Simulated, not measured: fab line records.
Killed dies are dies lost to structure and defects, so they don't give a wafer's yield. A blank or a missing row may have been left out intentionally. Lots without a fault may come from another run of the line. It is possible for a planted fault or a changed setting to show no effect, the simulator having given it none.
Struck lot and sound lot, side by side -- flow nand_harc -- 35 steps out of a route of 1302
Sound: wafers L373.4, L373.5, L373.6. Struck: wafers L387.4, L387.5. (L387.1 of the same lot was not struck and is left out.) The cause comes at the end.
For every step that has rows: the tool of each side, followed by ch and its chambers, followed by its first start. Under that, the readings that differ: sound wafers -- struck wafers -- difference of the means -- sigmas: that difference in standard deviations of wafers without a fault.
alike: same words and numbers on both sides, and readings whose means sit less than 2 such deviations apart. not compared: any withheld reading, any reading some wafer has no value for, any bound like >300 that may hide the same value, and any number with overlapping values for which the record gives no deviation.
The two part at a step that has a row with sigmas, a row that says differs or no value, or rows on one side only. When numbers do not overlap yet have no deviation, they are printed without sigmas and do not part them. A reading missing from all wafers of one side parts the sides only when that side holds two or more wafers.

first, 1 step without rows for these wafers: NHARC_A_SLIT_SRD_20.
NHARC_A_SLIT_CD_MEAS_21:
  struck on cd_sem-01, day 27 00:27; sound on cd_sem-01, day 20 21:03
  alike: cd_nm
then, 3 steps without rows for these wafers: NHARC_A_SIN_REMOVE_WET_00 (chemistry H3PO4, time 15300 s); NHARC_A_SIN_REMOVE_PRECLEAN_01 (cleans in SC1); NHARC_A_SIN_REMOVE_SRD_02.
NHARC_A_SIN_REMOVE_INSPECT_04:
  struck on defect_inspect-01, day 27 07:07; sound on defect_inspect-01, day 21 03:35
  alike: raw_defect_count
then, 1 step without rows for these wafers: NHARC_A_WL_FILL_ALD_00 (deposits Al2O3, target thk 3 nm, pulse time 3 s, ald cycles 30).
NHARC_A_WL_FILL_RTA_01: time 5 s.
  sound on rtp_anneal-02 ch 0, day 21 06:29; struck on rtp_anneal-01 ch 0, day 27 07:27
reading,sound,struck,difference,sigmas
lamp_power_pct (%),32.7 32.7 32.8,29.3 29.3,-3.4,-2
lamp_zone_1_pct (%),32.8 32.7 32.8,29.3 29.3,-3.5,-2
lamp_zone_6_pct (%),32.6 32.8 32.7,29.2 29.2,-3.5,-2
lamp_zone_7_pct (%),33.3 33.3 33.3,29.7 29.7,-3.6,-2
  alike: wafer_temp_C_max
then, 2 steps without rows for these wafers: NHARC_A_WL_FILL_ALD_02 (deposits TiN, target thk 2 nm, pulse time 3 s, ald cycles 100); NHARC_A_WL_FILL_CVD_03 (deposits W, target thk 40 nm, time 279 s).
NHARC_A_WL_FILL_ETCHBACK_04: etches the open film in NF3, target depth 60 nm, time 120 s.
  sound on rie_metal-03 ch 0,1, day 21 07:32; struck on rie_metal-01 ch 0, day 27 08:29
reading,sound,struck,difference,sigmas
oes_product_au (a.u.),0.996 0.996 1.001,1.022 1.013,+0.020,+2
  alike: drypump_motor_current_A
  not compared: rf_hours_counter_h
then, 1 step without rows for these wafers: NHARC_A_WL_FILL_ETCHBACK_05 (etches the open film in Cl2/BCl3, target depth 22 nm, time 60 s).
NHARC_A_WL_FILL_STRIP_27: strips in N2/H2, time 20 s.
  sound on plasma_asher-01 ch 0,1, day 21 07:51; struck on plasma_asher-02 ch 1, day 27 08:53
  alike: drypump_motor_current_A, heater_power_w
  not compared: rf_hours_counter_h
then, 11 steps without rows for these wafers: NHARC_A_WL_FILL_STRIP_28 (strips in post etch residue remover, time 1200 s); NHARC_A_WL_FILL_PRECLEAN_06 (cleans in DIW, time 300 s); NHARC_A_WL_FILL_SRD_07; NHARC_A_WL_FILL_ANNEAL_08 (time 1800 s); NHARC_A_WL_FILL_ALD_10 (deposits SiO2, target thk 50 nm, pulse time 10 s, ald cycles 500); NHARC_A_WL_FILL_ETCHBACK_16 (etches the open film in C4F8/O2/Ar, target depth 120 nm, time 24 s); NHARC_A_WL_FILL_STRIP_29 (strips in O2, time 20 s); NHARC_A_WL_FILL_ETCHBACK_17 (etches the open film in Cl2/BCl3, target depth 4 nm, time 26.7 s); NHARC_A_WL_FILL_PRECLEAN_18 (cleans in dHF, time 30 s); NHARC_A_WL_FILL_SRD_21; NHARC_A_WL_FILL_CVD_23 (deposits poly-Si, target thk 40 nm, time 800 s).
NHARC_A_WL_FILL_ETCHBACK_26: etches the open film in HBr, target depth 52 nm, time 13.3 s.
  sound on rie_si-05 ch 1,2,3, day 21 23:58; struck on rie_si-06 ch 1,3, day 28 00:22
  alike: drypump_motor_current_A, oes_product_au, throttle_valve_pct
  not compared: rf_hours_counter_h
then, 2 steps without rows for these wafers: NHARC_A_WL_FILL_PRECLEAN_30 (cleans in dHF, time 10 s); NHARC_A_WL_FILL_SRD_14.
NHARC_A_WL_FILL_ALD_19: deposits TiN, target thk 2 nm, pulse time 3 s, ald cycles 100.
  sound on ald_metal-04 ch 0,2,3, day 22 00:16; struck on ald_metal-01 ch 0,3, day 28 00:36
  alike: heater_power_w, precursor_pulse_height_rel
then, 1 step without rows for these wafers: NHARC_A_WL_FILL_CVD_20 (deposits W, target thk 100 nm, time 74 s).
NHARC_A_WL_FILL_CMP_12: polishes, t overpolish 30 s, target thk 100 nm.
  sound on cmp-02 ch 1,2,3, day 22 00:38; struck on cmp-02 ch 2,3, day 28 01:01
  alike: motor_current_A, overpolish_run_s, time_to_endpoint_s
then, 4 steps without rows for these wafers: NHARC_A_WL_FILL_SRD_31; NHARC_A_CONTACT_DEP_24 (deposits SiO2, target thk 500 nm); NHARC_A_CONTACT_DEP_28 (deposits aC, target thk 7000 nm); NHARC_A_CONTACT_DEP_29 (deposits SiON, target thk 100 nm).
-- the record jumps here: 3 days lie between the struck wafers' starts before and after (it left off in module A_CONTACT and takes up again in module END, whose first step shown is number 1302 of the route) --
NHARC_END_SORT_01:
  at this point the record logs the struck wafers (prober-01 ch 0, day 31 06:16) and has no rows for the sound ones

## WHERE THEY PART
First at NHARC_A_WL_FILL_RTA_01; last, within this record, at NHARC_END_SORT_01.

WHY: whatever the simulator had introduced
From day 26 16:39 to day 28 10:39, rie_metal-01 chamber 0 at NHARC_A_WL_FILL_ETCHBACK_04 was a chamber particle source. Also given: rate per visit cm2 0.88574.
